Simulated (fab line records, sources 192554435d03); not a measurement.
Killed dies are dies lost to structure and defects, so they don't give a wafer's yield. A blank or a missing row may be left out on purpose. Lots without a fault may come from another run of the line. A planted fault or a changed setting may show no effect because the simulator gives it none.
A struck lot beside a sound one | flow n5_finfet | 37 steps out of a route of 1938
Sound: wafers L181.1, L181.2, L181.4. Struck: wafers L192.3, L192.5, L192.6. The cause comes at the end.
At each step with rows: each side's tool, then ch and its chambers, then its first start. Under that, the readings that differ: sound wafers | struck wafers | difference of the means | sigmas: that difference in standard deviations of wafers without a fault.
alike: readings whose means differ by less than 2 such deviations, and words and numbers that are the same on both sides. not compared: withheld readings, readings that some wafer has no value for, bounds like >300 that may hide the same value, and numbers for which the record gives no deviation and whose values overlap.
The two part at a step that has a row with sigmas, a row that says differs or no value, or rows on one side only. Numbers that don't overlap but have no deviation are shown without sigmas and don't part them. A reading that every wafer of one side lacks parts them only if that side has two wafers or more.

first, 8 steps without rows for these wafers: N5_BEOL_M8_SPUTTER_48 (material Cu, target thk 10 nm, time 1.667 s); N5_BEOL_M8_ECD_50 (material Cu, target thk 300 nm); N5_BEOL_M8_ANNEAL_51 (time 90 s); N5_BEOL_M8_CMP_52 (polishes, stops on SiCOH lowk, t overpolish 6.9 s, target thk 80 nm); N5_BEOL_M8_PRE_CLEAN_55 (time 15 s); N5_BEOL_M8_DEP_56 (deposits SiCN from 3MS/NH3, target thk 10 nm, time 17.5 s); N5_BEOL_M9_ILD_DEP_00 (deposits SiCOH lowk from DEMS/porogen, target thk 308.51 nm, time 58 s); N5_BEOL_M9_CURE_71 (cures SiCOH lowk, time 240 s).
N5_BEOL_M9_PECVD_70: deposits SiO2 from TEOS/O2, target thk 20 nm, time 22.7 s.
  sound on pecvd-04 ch 0,2, day 10 23:12; struck on pecvd-04 ch 1,2, day 13 16:25
  alike: heater_power_w, showerhead_plenum_p_Torr, susceptor_temp_C, throttle_valve_pct
then, 9 steps without rows for these wafers: N5_BEOL_M9_HM_DEP_02 (deposits TiN, target thk 20 nm); N5_BEOL_M9_COAT_59 (time 60 s, resist thk 100 nm); N5_BEOL_M9_COAT_60 (time 60 s, resist thk 30 nm); N5_BEOL_M9_COAT_05 (resist thk 90 nm); N5_BEOL_M9_EBR_07; N5_BEOL_M9_SOFTBAKE_06 (time 60 s); N5_BEOL_M9_EXPOSE_08 (exposes mask M9); N5_BEOL_M9_PEB_09 (peb time 60 s); N5_BEOL_M9_DEVELOP_10 (develop time 30 s).
N5_BEOL_M9_INSPECT_13: inspects for defects (brightfield).
  sound on defect_inspect-02, day 10 23:50; struck on defect_inspect-01, day 13 18:44
  reading          | sound       | struck      | difference | sigmas
  raw_defect_count | 412 317 292 | 849 804 900 | +511       | +5
then, 16 steps without rows for these wafers: N5_BEOL_M9_DESCUM_16 (chemistry O2, time 7.9 s); N5_BEOL_M9_ETCH_61 (etches SiARC in CF4, target depth 39 nm, time 65 s); N5_BEOL_M9_ETCH_62 (etches SOC in N2/H2, target depth 110 nm, overetch 22 nm, time 165 s); N5_BEOL_M9_STRIP_68 (strips in N2/H2); N5_BEOL_M9_STRIP_67 (strips in CF4); N5_BEOL_M9_HM_OPEN_17 (chemistry Cl2/BCl3, target TiN, target depth 20 nm, overetch 6 nm); N5_BEOL_M9_STRIP_19 (strips in O2); N5_BEOL_M9_COAT_63 (time 60 s, resist thk 60 nm); N5_BEOL_M9_COAT_64 (time 60 s, resist thk 12 nm); N5_BEOL_M9_COAT_75 (time 60 s, resist thk 5 nm); N5_BEOL_M9_COAT_22 (resist thk 30 nm); N5_BEOL_M9_EBR_24; N5_BEOL_M9_SOFTBAKE_23 (time 60 s); N5_BEOL_M9_EXPOSE_25 (exposes mask V8); N5_BEOL_M9_PEB_26 (peb time 60 s); N5_BEOL_M9_DEVELOP_27 (develop time 30 s).
N5_BEOL_M9_INSPECT_30: inspects for defects (brightfield).
  sound on defect_inspect-01, day 11 00:43; struck on defect_inspect-01, day 13 19:44
  reading          | sound       | struck      | difference | sigmas
  raw_defect_count | 480 385 341 | 806 804 888 | +431       | +4
-- the record jumps here: 3 days lie between the struck wafers' starts before and after (it left off in module BEOL_M9 and takes up again in module PASSIVATION, whose first step shown is number 1936 of the route) --
N5_PASSIVATION_PROBE_49:
  the record has rows for the struck wafers here (prober-02, day 16 13:32) and none for the sound ones

WHERE THEY PART
First at N5_BEOL_M9_INSPECT_13; last, within this record, at N5_PASSIVATION_PROBE_49.

WHY: what the simulator had put in
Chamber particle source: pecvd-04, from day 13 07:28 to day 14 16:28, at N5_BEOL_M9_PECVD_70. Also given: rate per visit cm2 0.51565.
